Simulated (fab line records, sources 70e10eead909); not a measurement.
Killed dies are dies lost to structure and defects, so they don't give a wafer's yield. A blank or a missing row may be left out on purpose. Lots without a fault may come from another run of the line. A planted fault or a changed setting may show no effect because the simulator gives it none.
Chamber matching | flow nand_harc | NHARC_P_GATE_DESCUM_93 on rie_diel-11: 4 sister chambers
The step chemistry O2, time 3 s. 8 wafers are shown with their chamber, then 8 later ones without.

WAFERS WITH THEIR CHAMBER
wafer  | chamber | drypump_motor_current_A (A) | oes_product_au (a.u.)
L079.5 | 3       | 5.4                         | 0.986
L080.3 | 3       | 5.4                         | 0.987
L080.5 | 1       | 6.0                         | 0.988
L083.1 | 1       | 6.0                         | 0.993
L084.1 | 0       | 5.9                         | 1.020
L084.3 | 2       | 5.8                         | 1.005
L084.6 | 2       | 5.9                         | 1.004
L085.1 | 0       | 5.9                         | 0.992

WAFERS WITHOUT THEIR CHAMBER
wafer  | drypump_motor_current_A (A) | oes_product_au (a.u.)
L085.2 | 6.0                         | 0.990
L085.5 | 5.9                         | 0.987
L094.1 | 5.9                         | 1.023
L094.2 | 6.0                         | 0.999
L094.4 | 5.4                         | 0.995
L097.1 | 5.9                         | 1.015
L097.4 | 5.9                         | 1.011
L097.5 | 5.9                         | 1.014

WHICH CHAMBER EACH WENT THROUGH
wafer  | from the rows above          | in truth
L085.2 | 1                            | 1
L085.5 | can't be placed: 0 or 2 or 1 | 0
L094.1 | can't be placed: 0 or 2      | 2
L094.2 | 1                            | 1
L094.4 | 3                            | 3
L097.1 | can't be placed: 0 or 2      | 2
L097.4 | can't be placed: 0 or 2      | 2
L097.5 | can't be placed: 0 or 2      | 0
Placed correctly: 3 of 8. Can't be placed from these rows: 5 (the true chamber is among the candidates in 5). Placed wrongly: 0.
How it was worked out, from the rows above alone: a wafer's distance from a chamber is the root of the sum, over the readings, of the square of ((its reading less the chamber's mean) divided by the reading's scatter). The wafer belongs to the nearest chamber; if the next one is less than 2 further off, it can't be placed. A chamber's mean is the mean of its shown wafers. The scatter: the root of (the sum of the squares of (reading less its chamber's mean) over the shown wafers, divided by (wafers less chambers)).
